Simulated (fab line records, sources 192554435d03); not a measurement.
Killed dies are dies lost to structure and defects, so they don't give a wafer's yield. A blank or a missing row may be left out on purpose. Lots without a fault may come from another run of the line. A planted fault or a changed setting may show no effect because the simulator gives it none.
Chamber matching | flow n5_finfet | N5_ZERO_LAYER_PECVD_02 on pecvd-04: 3 sister chambers
The step deposits SiO2 from SiH4/N2O, target thk 10 nm, time 6 s. 18 wafers are shown with their chamber, then 9 later ones without.

WAFERS WITH THEIR CHAMBER
wafer  | chamber | showerhead_plenum_p_Torr (Torr) | heater_power_w (W)
L075.2 | 2       | 8.26                            | 574
L075.3 | 1       | 7.99                            | 800
L075.5 | 0       | 8.10                            | 762
L084.1 | 2       | 8.28                            | 682
L084.2 | 0       | 8.09                            | 814
L084.6 | 0       | 8.10                            | 805
L085.3 | 2       | 8.26                            | 708
L085.4 | 1       | 7.98                            | 812
L085.5 | 2       | 8.25                            | 690
L087.1 | 2       | 8.24                            | 602
L087.2 | 0       | 8.10                            | 807
L087.3 | 1       | 7.98                            | 903
L089.1 | 1       | 7.96                            | 811
L089.2 | 0       | 8.11                            | 690
L089.4 | 2       | 8.24                            | 663
L091.1 | 0       | 8.08                            | 724
L091.2 | 1       | 7.98                            | 901
L091.3 | 2       | 8.27                            | 660

SIGNATURES (means of the wafers above)
reading                  | chamber 0 | chamber 1 | chamber 2 | scatter within a chamber
showerhead_plenum_p_Torr | 8.0967    | 7.9780    | 8.2571    | 0.0125
heater_power_w           | 767.00    | 845.40    | 654.14    | 50.4
Rule: a wafer's distance from a chamber is the root of the sum, over the readings, of the square of ((its reading less the chamber's mean) divided by the reading's scatter). The wafer belongs to the nearest chamber; if the next one is less than 2 further off, it can't be placed. The scatter: the root of (the sum of the squares of (reading less its chamber's mean) over the shown wafers, divided by (wafers less chambers)).

WAFERS WITHOUT THEIR CHAMBER
wafer  | showerhead_plenum_p_Torr (Torr) | heater_power_w (W)
L093.2 | 8.28                            | 695
L093.3 | 8.11                            | 788
L093.4 | 8.26                            | 694
L096.1 | 8.11                            | 834
L096.2 | 7.99                            | 936
L096.5 | 7.98                            | 917
L097.2 | 7.98                            | 961
L097.3 | 8.12                            | 721
L097.4 | 8.13                            | 734

WHICH CHAMBER EACH WENT THROUGH
wafer  | from the rows above | in truth
L093.2 | 2                   | 2
L093.3 | 0                   | 0
L093.4 | 2                   | 2
L096.1 | 0                   | 0
L096.2 | 1                   | 1
L096.5 | 1                   | 1
L097.2 | 1                   | 1
L097.3 | 0                   | 0
L097.4 | 0                   | 0
Placed correctly: 9 of 9. Can't be placed from these rows: 0. Placed wrongly: 0.
